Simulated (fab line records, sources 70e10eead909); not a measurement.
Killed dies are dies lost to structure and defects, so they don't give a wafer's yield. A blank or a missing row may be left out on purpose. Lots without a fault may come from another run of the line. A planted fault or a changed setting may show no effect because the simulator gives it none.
A struck lot beside a sound one | flow nand_harc | 15 steps out of a route of 1302
Sound: wafers L109.1, L109.4, L109.6. Struck: wafers L112.2, L112.3, L112.5. The cause comes at the end.
At each step with rows: each side's tool, then ch and its chambers, then its first start. Under that, the readings that differ: sound wafers | struck wafers | difference of the means | sigmas: that difference in standard deviations of wafers without a fault.
alike: readings whose means differ by less than 2 such deviations, and words and numbers that are the same on both sides. not compared: withheld readings, readings that some wafer has no value for, bounds like >300 that may hide the same value, and numbers for which the record gives no deviation and whose values overlap.
The two part at a step that has a row with sigmas, a row that says differs or no value, or rows on one side only. Numbers that don't overlap but have no deviation are shown without sigmas and don't part them. A reading that every wafer of one side lacks parts them only if that side has two wafers or more.

first, 1 step without rows for these wafers: NHARC_A_CHANNEL_HOLE_D2_ETCH_44 (etches the open film in CF4/O2, target depth 140 nm, overetch 14 nm, time 77 s).
NHARC_A_CHANNEL_HOLE_D2_STRIP_28: strips in O2.
  sound on rie_diel-07 ch 1,3; struck on rie_diel-01 ch 0,2,3
  reading                     | sound          | struck         | difference | sigmas
  drypump_motor_current_A (A) | 5.32 5.53 5.33 | 6.03 5.74 5.84 | +0.48      | +2
  alike: oes_product_au, rf_vpp_V, showerhead_plenum_p_Torr, throttle_valve_pct
  not compared: rf_hours_counter_h
then, 2 steps without rows for these wafers: NHARC_A_CHANNEL_HOLE_D2_PRECLEAN_29 (cleans in SC1); NHARC_A_CHANNEL_HOLE_D2_SRD_30.
NHARC_A_CHANNEL_HOLE_D2_CD_MEAS_31:
  sound on cd_sem-02, day 14 21:04; struck on cd_sem-03, day 16 06:31
  alike: cd_nm
NHARC_A_CHANNEL_HOLE_D2_XSEM_32:
  sound on xsem-02 ch 0, day 14 21:10; struck on xsem-01 ch 0, day 16 06:35
  reading            | sound          | struck         | difference | sigmas
  bow_nm (nm)        | 8.19 8.16 8.21 | 9.00 8.96 8.97 | +0.79      | +3
  tilt_deg (degrees) | 0.10 0.10 0.10 | 0.01 0.01 0.01 | -0.09      | -3
  alike: bot_cd_nm
NHARC_A_CHANNEL_HOLE_D2_INSPECT_40:
  sound on defect_inspect-02, day 14 21:17; struck on defect_inspect-02, day 16 06:42
  alike: raw_defect_count
then, 2 steps without rows for these wafers: NHARC_A_CHANNEL_FILL_D2_PRECLEAN_00 (cleans in SC1); NHARC_A_CHANNEL_FILL_D2_SRD_01.
NHARC_A_CHANNEL_FILL_D2_ALD_02: deposits SiO2, target thk 6 nm, pulse time 10 s, ald cycles 60.
  sound on ald_hk-02 ch 0,1,2, day 14 21:28; struck on ald_hk-04 ch 0,1, day 16 06:58
  alike: ald_cycles, heater_power_w, precursor_pulse_height_rel
NHARC_A_CHANNEL_FILL_D2_ALD_03: deposits SiNx, target thk 6 nm, pulse time 60 s, ald cycles 58.
  sound on ald_sin_batch-02 ch 0; struck on ald_sin_batch-03 ch 0
  alike: ald_cycles, precursor_pulse_height_rel
then, 1 step without rows for these wafers: NHARC_A_CHANNEL_FILL_D2_ALD_14 (deposits SiO2, target thk 2.5 nm, pulse time 10 s, ald cycles 25).
NHARC_A_CHANNEL_FILL_D2_ALD_15: deposits SiNx, target thk 2 nm, pulse time 60 s, ald cycles 19.
  sound on ald_sin_batch-02 ch 0, day 15 07:39; struck on ald_sin_batch-02 ch 0, day 16 17:03
  reading    | sound    | struck   | difference | sigmas
  ald_cycles | 19 19 19 | 28 28 28 | +9         |
  alike: precursor_pulse_height_rel
NHARC_A_CHANNEL_FILL_D2_ALD_16: deposits SiO2, target thk 1.5 nm, pulse time 10 s, ald cycles 15.
  sound on ald_hk-02 ch 0,3, day 15 09:41; struck on ald_hk-02 ch 0,1,2, day 16 19:08
  alike: ald_cycles, heater_power_w, precursor_pulse_height_rel
NHARC_END_SORT_01:
  the record has rows for the sound wafers here (prober-01 ch 0, day 25 17:38) and none for the struck ones

WHERE THEY PART
First at NHARC_A_CHANNEL_HOLE_D2_STRIP_28; last, within this record, at NHARC_END_SORT_01.

WHY: what the simulator had put in
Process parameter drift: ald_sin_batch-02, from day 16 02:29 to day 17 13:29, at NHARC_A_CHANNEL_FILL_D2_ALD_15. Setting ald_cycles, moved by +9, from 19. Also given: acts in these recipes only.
